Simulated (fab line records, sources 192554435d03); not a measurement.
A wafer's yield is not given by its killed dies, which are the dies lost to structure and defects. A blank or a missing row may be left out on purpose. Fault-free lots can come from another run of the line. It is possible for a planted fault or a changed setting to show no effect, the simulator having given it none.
Comparing a struck lot with a sound one || flow n5 finfet || 16 out of 1938 route steps
Sound: the wafers L566.2, L566.4, L566.6. Struck: wafer L582.1; the same lot's L582.3 was not struck, so it is left out; see the end for the cause.
Per side, at each step with rows, come the tool, then ch with its chambers, and then its first start. Under that, the readings that differ: sound wafers || struck wafers || difference of the means || sigmas: that difference in standard deviations of wafers without a fault.
alike: same words and numbers on both sides, and readings whose means sit less than 2 such deviations apart. not compared: any withheld reading, any reading some wafer has no value for, any bound like >300 that may hide the same value, and any number with overlapping values for which the record gives no deviation.
Wherever a step has rows on one side only, a row that says differs or no value, or a row with sigmas, the two part there. Numbers that don't overlap but have no deviation are shown without sigmas and don't part them. A reading that every wafer of one side lacks parts them only if that side has two wafers or more.

first, 4 steps without rows for these wafers: N5_BEOL_M4_SOFTBAKE_23 (time 60 s); N5_BEOL_M4_EXPOSE_25 (exposes mask V3, defocus 5 nm); N5_BEOL_M4_PEB_26 (peb time 60 s); N5_BEOL_M4_DEVELOP_27 (develop time 30 s).
N5_BEOL_M4_CD_MEAS_28: target cd 26.2 nm, target cd y 24.1 nm.
  sound on cd sem-01 ch 0, day 8 11:47; struck on cd sem-02 ch 0, day 12 07:47
  alike: cd nm
N5_BEOL_M4_OVL_MEAS_29:
  sound on overlay-02 ch 0, day 8 11:49; struck on overlay-02 ch 0, day 12 07:49
  alike: V3_OVL
N5_BEOL_M4_INSPECT_30: inspects for defects (brightfield).
  struck on defect inspect-01, day 12 07:52; sound on defect inspect-01, day 8 11:52
  alike: raw defect count
N5_BEOL_M4_DESCUM_33: chemistry O2, time 7 s.
  sound on rie diel-03 ch 1,2,3, day 8 11:59; struck on rie diel-01 ch 1, day 12 10:01
  alike: drypump motor current A, oes product au, rf vpp V, showerhead plenum p Torr, throttle valve pct
  not compared: rf hours counter h
N5_BEOL_M4_ETCH_77: etches underlayer in N2/H2, target depth 6.5 nm, time 5.2 s.
  sound on rie diel-03 ch 1,2,3, day 8 12:01; struck on rie diel-01 ch 1, day 12 10:03
  alike: drypump motor current A, etch rf on time s, oes product au, rf vpp V, showerhead plenum p Torr, throttle valve pct
  not compared: rf hours counter h
N5_BEOL_M4_ETCH_69: etches SiARC in CF4, target depth 15.6 nm, time 26 s.
  sound on rie diel-03 ch 1,2,3, day 8 12:02; struck on rie diel-01 ch 1, day 12 10:04
  alike: drypump motor current A, etch rf on time s, oes product au, rf vpp V, showerhead plenum p Torr, throttle valve pct
  not compared: rf hours counter h
N5_BEOL_M4_ALD_98: deposits SiO2, target thk 2.5 nm, pulse time 1 s, co reactant pulse time 1 s.
  sound on ald sin-02 ch 1,3, day 8 12:07; struck on ald sin-02 ch 0, day 12 10:09
{"reading": "heater power w (W)", "sound": "71 76 69", "struck": 84, "difference": "+12", "sigmas": "+3"}
  alike: precursor pulse height rel
N5_BEOL_M4_ETCHBACK_99: etches SiO2 in CHF3, target depth 5 nm, time 10.4 s.
  sound on rie diel-01 ch 0,3, day 9 06:01; struck on rie diel-01 ch 2, day 12 22:58
  alike: drypump motor current A, oes_f_703_au, oes product au, rf vpp V, showerhead plenum p Torr, throttle valve pct
  not compared: rf hours counter h
N5_BEOL_M4_ETCH_70: etches SOC in N2/H2, target depth 80 nm, overetch 24 nm, time 130 s.
  sound on rie diel-01 ch 0,3, day 9 06:04; struck on rie diel-01 ch 2, day 12 23:00
{"reading": "oes product au (a.u.)", "sound": "0.65 0.65 0.63", "struck": 0.88, "difference": "+0.24", "sigmas": "+8"}
{"reading": "run length s (s)", "sound": "153.4 153.4 153.3", "struck": 112.3, "difference": -41.1, "sigmas": "-99 or more"}
{"reading": "model.SiARC_of_BEOL_M4_COAT_68.thk nm (nm)", "sound": "6 6 5.4", "struck": 7.6, "difference": "+1.8", "sigmas": ""}
  alike: drypump motor current A, rf vpp V, showerhead plenum p Torr, throttle valve pct
  not compared: rf hours counter h
then, 1 step without rows for these wafers: N5_BEOL_M4_STRIP_71 (strips in N2/H2).
N5_BEOL_M4_RC_MEAS_101:
  sound on prober-02 ch 0, day 9 13:32; struck on prober-01 ch 0, day 13 04:33
  alike: DIBL_N, DIBL_P, IOFF_N, IOFF_P, ION_N, ION_P, SS_N, SS_P, VT_N, VT_P
following that, these wafers have no rows for 1 step: N5_PASSIVATION_PROBE_49.

WHERE THEY PART
Last at N5_BEOL_M4_ETCH_70 as far as this record goes, first at N5_BEOL_M4_ALD_98. Later steps at which nothing parts them and some readings are alike: N5_BEOL_M4_RC_MEAS_101.

WHY: the cause the simulator had injected
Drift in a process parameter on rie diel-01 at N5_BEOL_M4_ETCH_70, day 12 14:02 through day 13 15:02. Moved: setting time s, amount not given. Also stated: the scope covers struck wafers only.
